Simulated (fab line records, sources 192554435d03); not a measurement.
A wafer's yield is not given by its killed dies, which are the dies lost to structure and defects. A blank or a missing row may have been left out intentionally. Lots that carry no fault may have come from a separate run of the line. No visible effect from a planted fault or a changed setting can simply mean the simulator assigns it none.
Chamber matching :: flow n5Finfet :: N5_SD_EPI_N_LINER_46 on aldSin-04 has 4 sister chambers
The step material SiNx, target thk 3 nm. 8 wafers are shown with their chamber, then 7 later ones without.

== WAFERS PAIRED WITH THEIR CHAMBERS ==
wafer: L078.5
chamber: 1
heaterPowerOuterW (W): 432
heaterPowerW (W): 770

wafer: L078.6
chamber: 2
heaterPowerOuterW (W): 580
heaterPowerW (W): 882

wafer: L080.1
chamber: 1
heaterPowerOuterW (W): 441
heaterPowerW (W): 770

wafer: L081.1
chamber: 0
heaterPowerOuterW (W): 522
heaterPowerW (W): 889

wafer: L081.3
chamber: 2
heaterPowerOuterW (W): 563
heaterPowerW (W): 893

wafer: L081.6
chamber: 3
heaterPowerOuterW (W): 579
heaterPowerW (W): 917

wafer: L082.4
chamber: 0
heaterPowerOuterW (W): 514
heaterPowerW (W): 892

wafer: L082.5
chamber: 3
heaterPowerOuterW (W): 581
heaterPowerW (W): 938

== WAFERS WITHOUT THEIR CHAMBER ==
wafer: L082.6
heaterPowerOuterW (W): 509
heaterPowerW (W): 881

wafer: L090.2
heaterPowerOuterW (W): 576
heaterPowerW (W): 862

wafer: L090.4
heaterPowerOuterW (W): 587
heaterPowerW (W): 925

wafer: L090.6
heaterPowerOuterW (W): 503
heaterPowerW (W): 891

wafer: L094.3
heaterPowerOuterW (W): 592
heaterPowerW (W): 919

wafer: L094.4
heaterPowerOuterW (W): 426
heaterPowerW (W): 794

wafer: L094.5
heaterPowerOuterW (W): 569
heaterPowerW (W): 872

== THE CHAMBER EACH PASSED THROUGH ==
wafer: L082.6
from the rows above: 0
in truth: 0

wafer: L090.2
from the rows above: 2
in truth: 2

wafer: L090.4
from the rows above: 3
in truth: 3

wafer: L090.6
from the rows above: 0
in truth: 0

wafer: L094.3
from the rows above: 3
in truth: 3

wafer: L094.4
from the rows above: 1
in truth: 1

wafer: L094.5
from the rows above: 2
in truth: 2
Placed correctly: 7 of 7. From these rows, 0 cannot be placed. Wrongly placed: 0.
How it was worked out, from the rows above alone: a wafer's distance from a chamber is the root of the sum, over the readings, of the square of ((its reading less the chamber's mean) divided by the reading's scatter). The wafer belongs to the nearest chamber; if the next one is less than 2 further off, it can't be placed. Each chamber's mean is taken over the wafers shown for it. How the scatter is found: for the shown wafers, subtract from each reading the mean of its chamber, square and add these, divide the total by (wafers less chambers), then take the root.
